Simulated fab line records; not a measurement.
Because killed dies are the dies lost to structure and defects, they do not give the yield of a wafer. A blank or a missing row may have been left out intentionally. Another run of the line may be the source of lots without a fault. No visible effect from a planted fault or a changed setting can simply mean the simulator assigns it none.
Matching of chambers    flow n5 finfet    rie diel-05 running N5_BEOL_M8_DESCUM_33: 4 sister chambers
The step chemistry O2, time 7 s. 8 wafers are shown with their chamber, then 9 later ones without.

== EACH WAFER AND ITS CHAMBER ==
wafer   chamber  showerhead plenum p Torr (Torr)  drypump motor current A (A)
L077.3  3        2.03                             5.3
L077.6  0        2.09                             5.2
L082.2  2        2.07                             5.4
L082.5  1        2.02                             6.4
L082.6  0        2.08                             5.3
L083.2  3        2.03                             5.3
L083.3  2        2.07                             5.4
L083.4  1        2.02                             6.4

== WAFERS WITHOUT THEIR CHAMBER ==
wafer   showerhead plenum p Torr (Torr)  drypump motor current A (A)
L091.1  2.08                             5.3
L091.2  2.01                             6.4
L091.4  2.06                             5.4
L090.2  2.01                             6.4
L090.4  2.08                             5.3
L090.5  2.08                             5.3
L096.2  2.06                             5.4
L096.3  2.02                             5.2
L096.4  2.01                             6.4

== CHAMBER TAKEN BY EACH ==
wafer   from the rows above  in truth
L091.1  0                    0
L091.2  1                    1
L091.4  2                    2
L090.2  1                    1
L090.4  0                    0
L090.5  0                    0
L096.2  2                    2
L096.3  3                    3
L096.4  1                    1
Placed correctly: 9 of 9. From these rows, 0 cannot be placed. Wrongly placed: 0.
How it was worked out, from the rows above alone: a wafer's distance from a chamber is the root of the sum, over the readings, of the square of ((its reading less the chamber's mean) divided by the reading's scatter). The wafer belongs to the nearest chamber; if the next one is less than 2 further off, it can't be placed. For every chamber, the mean is computed from those of its wafers that are shown. The scatter: take each reading less its chamber's mean, square it, sum over the shown wafers, divide by the number of wafers less the number of chambers, and take the root.
